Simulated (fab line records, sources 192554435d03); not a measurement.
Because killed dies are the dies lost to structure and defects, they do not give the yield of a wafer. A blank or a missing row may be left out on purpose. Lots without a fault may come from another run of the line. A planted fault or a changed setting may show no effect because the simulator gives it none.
Matching of chambers ; flow n5_finfet ; N5_GATE_CUT_ETCH_28 on rie_diel-02 has 4 sister chambers
The step etches underlayer in N2/H2, target depth 13 nm, time 10.4 s. 27 wafers are shown with their chamber, then 12 later ones without.

== EACH WAFER AND ITS CHAMBER ==
wafer;chamber;showerhead_plenum_p_Torr (Torr);throttle_valve_pct (%);drypump_motor_current_A (A)
L076.3;0;2.60;18.02;5.4
L076.4;2;2.52;17.74;5.5
L076.6;3;2.52;18.13;5.7
L078.2;0;2.60;18.02;5.4
L078.3;1;2.44;17.62;6.0
L078.6;1;2.44;17.61;6.0
L082.1;2;2.52;17.78;5.5
L082.3;0;2.60;18.04;5.5
L082.4;1;2.44;17.65;6.0
L083.2;1;2.44;17.63;6.0
L083.3;3;2.51;18.15;5.8
L083.6;2;2.52;17.77;5.5
L087.1;3;2.51;18.15;5.7
L087.2;0;2.59;18.07;5.4
L087.3;2;2.51;17.78;5.5
L087.4;1;2.43;17.65;6.0
L087.5;0;2.59;18.07;5.4
L087.6;3;2.51;18.18;5.7
L088.1;2;2.51;17.79;5.5
L088.2;1;2.43;17.64;6.1
L088.3;3;2.51;18.20;5.7
L088.4;2;2.51;17.79;5.5
L088.5;3;2.51;18.19;5.7
L088.6;1;2.43;17.66;6.1
L089.1;2;2.51;17.80;5.5
L089.2;3;2.51;18.19;5.7
L089.3;1;2.43;17.65;6.1

SIGNATURES, as means of the wafers listed above
reading;chamber 0;chamber 1;chamber 2;chamber 3;scatter within a chamber
showerhead_plenum_p_Torr;2.5960;2.4350;2.5143;2.5114;0.00501
throttle_valve_pct;18.0440;17.6387;17.7786;18.1700;0.022
drypump_motor_current_A;5.420;6.037;5.500;5.714;0.0392
Rule: distance of a wafer from a chamber = root of the sum over the readings of ((wafer's reading minus chamber's mean) / reading's scatter) squared. If the next closest chamber is less than 2 further off than the closest, the wafer can't be placed; otherwise it belongs to the closest. The scatter is the square root of a quotient: the sum, over the shown wafers, of each reading's squared deviation from its chamber's mean, divided by wafers minus chambers.

== WAFERS WHOSE CHAMBER IS MISSING ==
wafer;showerhead_plenum_p_Torr (Torr);throttle_valve_pct (%);drypump_motor_current_A (A)
L089.4;2.51;17.82;5.5
L089.5;2.51;18.19;5.7
L089.6;2.43;17.67;6.1
L092.1;2.43;17.66;6.1
L092.2;2.59;17.65;5.4
L092.4;2.51;17.81;5.5
L094.1;2.43;17.67;6.1
L094.3;2.51;17.80;5.5
L094.4;2.59;17.66;5.5
L097.1;2.51;17.83;5.5
L097.5;2.50;18.23;5.7
L097.6;2.51;17.82;5.5

== EACH ONE'S CHAMBER ==
wafer;from the rows above;in truth
L089.4;2;2
L089.5;3;3
L089.6;1;1
L092.1;1;1
L092.2;can't be placed: 2 or 0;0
L092.4;2;2
L094.1;1;1
L094.3;2;2
L094.4;can't be placed: 2 or 0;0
L097.1;2;2
L097.5;3;3
L097.6;2;2
Correctly placed: 10 of 12. Unplaceable from these rows: 2, with the true chamber sitting among the candidates in 2. 0 placed wrongly.
